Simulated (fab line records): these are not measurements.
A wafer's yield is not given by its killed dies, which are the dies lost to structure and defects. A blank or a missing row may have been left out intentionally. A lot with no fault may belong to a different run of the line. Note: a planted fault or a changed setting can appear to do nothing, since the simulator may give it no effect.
fab line records ; flow n5Finfet ; part 2 of 2: steps 23 to 28 of 28
record: lots: 5; wafers: 15; lastDay: 18
route steps=1938 shown MIM_TOP_LITHO@1842 MIM_TOP_ETCH@1851 MIM_BOT_LITHO@1854 MIM_BOT_ETCH@1866
lots untouched by any fault: they come from a run of this same line in which no faults occurred
startH: hours from the record's first day to the start of the lot's first wafer shown ; waitH: time in hours since the lot's previous step ; " unchanged from the row above ; L1.1+2: a row that stands for several wafers ; - no value, or no start given ; * or withheld: withheld ; < > ~ a bound
route shown NAME@n: a module of which the file shows steps, and the number in the route of the first ; usual: the fault-free wafers' mean and standard deviation ; same: alike in all rows ; chamber/n: place in a boat ; sites: the reading at each site ; _std_site: how widely they spread, as a standard deviation ; _edge_site: inner sites' mean taken away from outer sites' mean ; radiusMm: how far each site lies from the wafer's centre ; mask NAME#n: copy n ; behind: the most recent tool/chamber to have shaped the wafer ; hold: cause of the lot's hold/its duration in hours/its outcome ; device: which transistor (n, p or np) failed to switch ; end of line: at the end of the route, the tests of the same wafers ; step lacking rows: just its recipe ; killed: at the first sort, the dies lost to defects and structure; wafer yield is something else ; map: per-die view of a wafer (x killed, . not killed, _ where there is no die)
set.NAME: the run value of the setting; set.NAME@STEP: its run value at that earlier step ; model.NAME: the simulator's own value behind a step, which no gauge read
lots at some steps of the route; a table a step, a row a wafer
services: a tool's chamber out of use, with start hour (startH, from the record's first day; less than 0 if before it), hours out, and reason
== steps ==
step: N5_MIM_BOT_LITHO_INSPECT_12
recipe: mode: adi; inspectInstrument: macro
usual: rawDefectCount: 2.2/1.4
lot.wafer;tool;chamber;startH;waitH;rawDefectCount
L083.1;defectInspect-01;-;304.60;0.0;1
L083.3;defectInspect-01;-;304.60;0.0;3
L083.4;defectInspect-01;-;304.60;0.0;5
L087.2;defectInspect-02;-;350.57;0.0;2
L087.3;defectInspect-02;-;350.57;0.0;0
L087.6;defectInspect-02;-;350.57;0.0;3
L094.2;defectInspect-01;-;382.66;0.0;1
L094.3;defectInspect-01;-;382.66;0.0;5
L094.6;defectInspect-01;-;382.66;0.0;2
L095.2;defectInspect-01;-;386.43;0.0;4
L095.5;defectInspect-01;-;386.43;0.0;1
L095.6;defectInspect-01;-;386.43;0.0;4
L097.1;defectInspect-01;-;416.48;0.0;3
L097.4;defectInspect-01;-;416.48;0.0;1
L097.6;defectInspect-01;-;416.48;0.0;1
step: N5_MIM_BOT_LITHO_DESCUM_10
recipe: chemistry: O2; timeS: 7.9; sourcePowerW: 50; biasPowerW: 20; pressureMtorr: 20; rfFrequencyHz: 2.712e+07; tempC: 40; o2FlowSccm: 225
usual: drypumpMotorCurrentA: 5.6/0.53; oesProductAu: 0.80/0.077; rfVppV: 243.2/1.4; showerheadPlenumPTorr: 2.10/0.079; tempC: 40.00/0.11; throttleValvePct: 20.30/0.28
lot.wafer;tool;chamber;startH;waitH;drypumpMotorCurrentA;oesProductAu;rfHoursCounterH;rfVppV;showerheadPlenumPTorr;tempC;throttleValvePct
L083.1;rieDiel-02;3;304.63;0.0;5.8;0.76;159;244.4;2.08;40.19;20.20
L083.3;rieDiel-02;1;304.63;0.0;6.0;0.94;5;244.5;2.14;39.91;20.29
L083.4;rieDiel-02;0;304.63;0.0;5.7;0.78;118;241.6;2.02;39.78;20.16
L087.2;rieDiel-06;0;350.61;0.0;5.0;0.82;113;243.0;2.20;40.08;20.17
L087.3;rieDiel-06;1;350.61;0.0;5.1;0.85;43;242.6;2.04;39.89;20.10
L087.6;rieDiel-06;3;350.61;0.0;6.7;0.97;-;244.0;2.17;39.89;20.51
L094.2;rieDiel-05;3;382.70;0.0;5.4;0.85;59;243.2;2.05;39.96;20.19
L094.3;rieDiel-05;1;382.70;0.0;4.8;0.79;92;241.1;2.03;39.94;19.89
L094.6;rieDiel-05;3;382.70;0.0;5.4;0.85;-;243.6;2.05;40.03;20.19
L095.2;rieDiel-05;0;386.47;0.0;5.2;0.74;183;242.9;2.00;40.20;20.25
L095.5;rieDiel-05;3;386.47;0.0;5.4;0.84;-;242.4;2.05;40.01;20.19
L095.6;rieDiel-05;0;386.47;0.0;5.3;0.74;-;242.8;2.00;40.36;20.25
L097.1;rieDiel-02;3;416.52;0.0;5.8;0.72;196;241.7;2.07;39.95;20.25
L097.4;rieDiel-02;1;416.52;0.0;6.0;0.85;40;244.4;2.13;40.14;20.35
L097.6;rieDiel-02;1;416.52;0.0;6.0;0.85;-;244.3;2.13;40.20;20.36
step: N5_MIM_BOT_ETCH_ETCH_04
recipe: chemistry: CF4/O2; target: SiNx; targetDepthA: 260; timeS: 13; ionEnergyEv: 100; pressureMtorr: 40; sourceW: 535; biasW: 49; Ar_flow_sccm: 100; cf4FlowSccm: 100; O2_flow_sccm: 10
usual: drypumpMotorCurrentA: 5.6/0.53; oes_f_703_au: 0.81/0.078; oesProductAu: 0.80/0.08; rfVppV: 241/6.1; showerheadPlenumPTorr: 2.21/0.072; throttleValvePct: 15.82/0.25
lot.wafer;tool;chamber;startH;waitH;drypumpMotorCurrentA;oes_f_703_au;oesProductAu;rfHoursCounterH;rfVppV;showerheadPlenumPTorr;throttleValvePct
L083.1;rieDiel-02;3;304.70;0.0;5.8;0.75;0.76;159;238;2.20;15.85
L083.3;rieDiel-02;1;304.70;0.0;6.0;0.93;0.95;5;251;2.25;15.69
L083.4;rieDiel-02;0;304.70;0.0;5.7;0.79;0.79;118;241;2.14;15.72
L087.2;rieDiel-06;0;350.67;0.0;5.0;0.81;0.82;113;245;2.31;15.77
L087.3;rieDiel-06;1;350.67;0.0;5.1;0.88;0.87;43;234;2.15;15.69
L087.6;rieDiel-06;3;350.67;0.0;6.6;0.92;0.95;-;244;2.25;15.87
L094.2;rieDiel-05;3;382.76;0.0;5.4;0.84;0.83;59;241;2.15;15.65
L094.3;rieDiel-05;1;382.76;0.0;4.9;0.82;0.81;92;233;2.15;15.55
L094.6;rieDiel-05;3;382.76;0.0;5.4;0.84;0.84;-;241;2.15;15.66
L095.2;rieDiel-05;0;386.53;0.0;5.2;0.72;0.72;183;236;2.11;15.79
L095.5;rieDiel-05;3;386.53;0.0;5.4;0.83;0.83;-;240;2.15;15.65
L095.6;rieDiel-05;0;386.53;0.0;5.2;0.72;0.71;-;235;2.11;15.79
L097.1;rieDiel-02;3;416.58;0.0;5.8;0.73;0.73;196;236;2.19;15.94
L097.4;rieDiel-02;1;416.58;0.0;6.0;0.86;0.86;40;249;2.23;15.78
L097.6;rieDiel-02;1;416.58;0.0;6.0;0.85;0.86;-;250;2.23;15.79
step: N5_MIM_BOT_ETCH_ETCH_03
recipe: chemistry: Cl2/BCl3; targetDepthA: 120; pressureMtorr: 8; icpW: 800; biasW: 100; Cl2_flow_sccm: 20; bcl3FlowSccm: 80
usual: drypumpMotorCurrentA: 5.7/0.69; oesProductAu: 0.84/0.088; throttleValvePct: 27.5/0.38
lot.wafer;tool;chamber;startH;waitH;drypumpMotorCurrentA;oesProductAu;rfHoursCounterH;throttleValvePct
L083.1;rieMetal-03;1;304.78;0.1;6.8;0.76;57;27.5
L083.3;rieMetal-03;1;304.78;0.1;6.8;0.76;-;27.5
L083.4;rieMetal-03;0;304.78;0.1;5.0;0.91;-;27.1
L087.2;rieMetal-01;1;350.76;0.1;6.6;0.74;60;27.8
L087.3;rieMetal-01;1;350.76;0.1;6.5;0.73;-;27.8
L087.6;rieMetal-01;1;350.76;0.1;6.5;0.74;-;27.8
L094.2;rieMetal-02;0;382.85;0.1;5.5;0.91;13;27.1
L094.3;rieMetal-02;1;382.85;0.1;5.2;0.85;-;27.0
L094.6;rieMetal-02;1;382.85;0.1;5.2;0.85;-;27.0
L095.2;rieMetal-02;1;386.62;0.1;5.2;0.85;23;27.0
L095.5;rieMetal-02;0;386.62;0.1;5.5;0.92;-;27.1
L095.6;rieMetal-02;1;386.62;0.1;5.2;0.85;-;27.0
L097.1;rieMetal-01;0;416.67;0.1;5.1;0.87;14;27.9
L097.4;rieMetal-01;1;416.67;0.1;6.5;0.73;-;27.8
L097.6;rieMetal-01;1;416.67;0.1;6.5;0.73;-;27.8
step: N5_MIM_BOT_ETCH_ETCH_00
recipe: chemistry: Cl2/BCl3; target: TiN; targetDepthA: 455; ionEnergyEv: 150; pressureMtorr: 10; icpW: 1000; biasW: 126; Cl2_flow_sccm: 53.25; bcl3FlowSccm: 21.75; Ar_flow_sccm: 25
usual: drypumpMotorCurrentA: 5.7/0.69; oesProductAu: 0.84/0.088; throttleValvePct: 21.9/0.31
lot.wafer;tool;chamber;startH;waitH;drypumpMotorCurrentA;oesProductAu;rfHoursCounterH;throttleValvePct
L083.1;rieMetal-03;1;304.87;0.1;6.7;0.76;57;21.9
L083.3;rieMetal-03;1;304.87;0.1;6.8;0.76;-;21.9
L083.4;rieMetal-03;0;304.87;0.1;5.0;0.90;-;21.5
L087.2;rieMetal-01;1;350.85;0.1;6.5;0.73;60;22.2
L087.3;rieMetal-01;1;350.85;0.1;6.5;0.73;-;22.2
L087.6;rieMetal-01;1;350.85;0.1;6.5;0.73;-;22.2
L094.2;rieMetal-02;0;382.94;0.1;5.5;0.92;13;21.6
L094.3;rieMetal-02;1;382.94;0.1;5.2;0.85;-;21.6
L094.6;rieMetal-02;1;382.94;0.1;5.2;0.85;-;21.5
L095.2;rieMetal-02;1;386.71;0.1;5.2;0.85;23;21.6
L095.5;rieMetal-02;0;386.71;0.1;5.5;0.91;-;21.6
L095.6;rieMetal-02;1;386.71;0.1;5.2;0.85;-;21.6
L097.1;rieMetal-01;0;416.76;0.1;5.1;0.87;14;22.3
L097.4;rieMetal-01;1;416.76;0.1;6.6;0.72;-;22.2
L097.6;rieMetal-01;1;416.76;0.1;6.6;0.72;-;22.2
step: N5_MIM_BOT_ETCH_STRIP_01
recipe: chemistry: O2; powerW: 600; tempC: 60; pressureMtorr: 30; rfFrequencyHz: 6e+07; biasPowerW: 0; overashFraction: 0.5; o2FlowSccm: 225
usual: drypumpMotorCurrentA: 5.7/0.57; oesProductAu: 0.82/0.082; rfVppV: 3.8/1.4; showerheadPlenumPTorr: 2.12/0.08; tempC: 59.98/0.14; throttleValvePct: 16.56/0.28
lot.wafer;tool;chamber;startH;waitH;drypumpMotorCurrentA;oesProductAu;rfHoursCounterH;rfVppV;showerheadPlenumPTorr;tempC;throttleValvePct
L083.1;rieDiel-05;0;305.04;0.1;5.2;0.76;155;5.3;2.01;60.02;16.50
L083.3;rieDiel-05;3;305.04;0.1;5.3;0.90;32;6.9;2.06;60.15;16.37
L083.4;rieDiel-05;1;305.04;0.1;4.9;0.86;66;5.3;2.04;60.12;16.11
L087.2;rieDiel-02;0;350.99;0.1;5.7;0.77;134;1.0;2.02;59.92;16.47
L087.3;rieDiel-02;3;350.99;0.1;5.8;0.73;174;2.0;2.08;59.94;16.49
L087.6;rieDiel-02;0;350.99;0.1;5.6;0.78;-;4.8;2.02;60.03;16.43
L094.2;rieDiel-02;3;383.08;0.1;5.8;0.72;185;4.7;2.08;60.28;16.55
L094.3;rieDiel-02;1;383.08;0.1;6.0;0.88;29;3.8;2.14;59.85;16.49
L094.6;rieDiel-02;2;383.08;0.1;5.3;0.81;-;3.4;2.22;59.89;16.36
L095.2;rieDiel-06;0;386.85;0.1;5.0;0.82;125;1.4;2.20;59.95;16.39
L095.5;rieDiel-06;3;386.85;0.1;6.6;0.94;-;2.5;2.17;60.21;16.67
L095.6;rieDiel-06;0;386.85;0.1;5.0;0.80;-;3.4;2.20;59.86;16.47
L097.1;rieDiel-05;1;416.90;0.1;4.9;0.78;105;4.9;2.03;60.04;16.21
L097.4;rieDiel-05;2;416.90;0.1;5.6;0.71;-;4.3;2.08;60.02;16.76
L097.6;rieDiel-05;1;416.90;0.1;4.8;0.79;-;4.1;2.03;59.96;16.20
== services ==
tool;chamber;startH;hours;kind
pecvd-01;1;279.98;6.5;repair
krfScanner-01;-;287.41;0.8;pm
pecvd-01;0;287.45;3.9;repair
rieDiel-04;-;288.48;2.1;repair
krfScanner-01;-;294.10;1.0;pm
rieMetal-02;-;298.13;1.4;pm
rieMetal-02;-;303.05;2.8;pm
rieDiel-01;1;305.80;8.6;repair
pecvd-04;-;315.53;0.6;repair
rieMetal-03;0;319.68;5.5;repair
rieDiel-05;2;325.98;13.5;repair
rieDiel-05;-;330.64;3.9;repair
krfScanner-02;-;330.73;1.0;pm
rieDiel-05;3;336.29;3.1;repair
rieDiel-03;1;336.61;1.6;repair
pecvd-01;1;343.01;16.8;repair
krfScanner-01;-;353.77;3.1;repair
rieDiel-02;1;370.04;5.3;repair
rieDiel-03;2;383.66;6.4;repair
rieMetal-01;1;393.13;1.4;repair
krfScanner-02;-;394.11;1.3;pm
pecvd-04;-;402.59;0.3;repair
krfScanner-01;-;410.77;1.3;pm
rieDiel-05;0;413.82;5.5;repair
